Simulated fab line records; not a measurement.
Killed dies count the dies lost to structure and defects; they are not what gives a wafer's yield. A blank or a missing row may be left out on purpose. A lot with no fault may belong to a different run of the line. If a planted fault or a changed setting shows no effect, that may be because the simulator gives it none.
Problem report in the 8D (eight disciplines) form, filled by code -- flow n5_finfet -- the parts of the form that need people (team, actions taken, sign-off) are left out

== 1. THE PROBLEM ==
exposure_dose_mJ_cm2 at N5_BEOL_M12_EXPOSE_07 reads a mean of 33.33 on 6 wafers of 2 lots; wafers without a fault read 32.47 with a standard deviation of 0.03. Relative to the usual mean, that is a shift of +29 standard deviations.
The step: exposes mask V11.
Earliest sighting: wafer L758.3 on krf_scanner-02 at day 13 02:20. The record has a number at this step for 32 wafers belonging to 11 lots. Rule for "out", or "out of limits": more than 4 standard deviations from the usual mean. Any other wafer with a number is counted as sound.

== 2. WHAT IT IS, WHAT IT ISN'T ==
question,is,is not
which readings at this step,exposure_dose_mJ_cm2,-
which lots,"L758, L759","L748, L749, L750, L751, L753, L760, L764, L766, L771"
which wafers of those lots,all that have a number,-
read on which tools,krf_scanner-02,krf_scanner-01
when,from day 13 02:20,"up to then (14 sound wafers); but 12 sound wafers of L760, L764, L766, L771 came after"

== 3. WHAT RULES OUT EACH SUSPECT ==
Counting: a tool at a process step up to the reading stays a suspect if it ran every lot that is out and no sound lot after the first of them.
- krf_scanner-02 at N5_BEOL_M12_EXPOSE_07 (exposes mask V11): kept. Every lot that is out went through it, starting with L758 (day 13 02:20), and after that it ran no sound lot; the last sound lot it ran before then is L751 (day 11 06:19). Its own exposure_dose_mJ_cm2 readings are out on those wafers.
The count leaves krf_scanner-02 at N5_BEOL_M12_EXPOSE_07.

== 4. THE CAUSE (what the simulator had put in) ==
Process parameter drift: krf_scanner-02, from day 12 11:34 on, at N5_BEOL_M12_EXPOSE_07. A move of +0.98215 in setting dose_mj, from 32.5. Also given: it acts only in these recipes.
Only this tool survived the counting.

== 5. THE EFFECT CHAIN, in route order ==
Rows list readings where the struck wafers' mean (over those with a number) sits beyond 3 standard deviations from the usual. Scope: only readings with a usual standard deviation given in the record; hours: median across lots of the time from each lot's start at the first step in this table that gives one to its start at this step; sigmas: change in usual standard deviations.
hours,step,reading,usual,on struck wafers,change,sigmas
0,N5_BEOL_M12_EXPOSE_07,exposure_dose_mJ_cm2,32.47,33.33,+0.86,+29
The process steps in it:
- N5_BEOL_M12_EXPOSE_07: exposes mask V11.

== 6. HOW IT WOULD HAVE BEEN CAUGHT EARLIER ==
15 hours passed between the start of the fault at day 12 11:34 and the first reading out of limits in this record, taken at day 13 02:20.
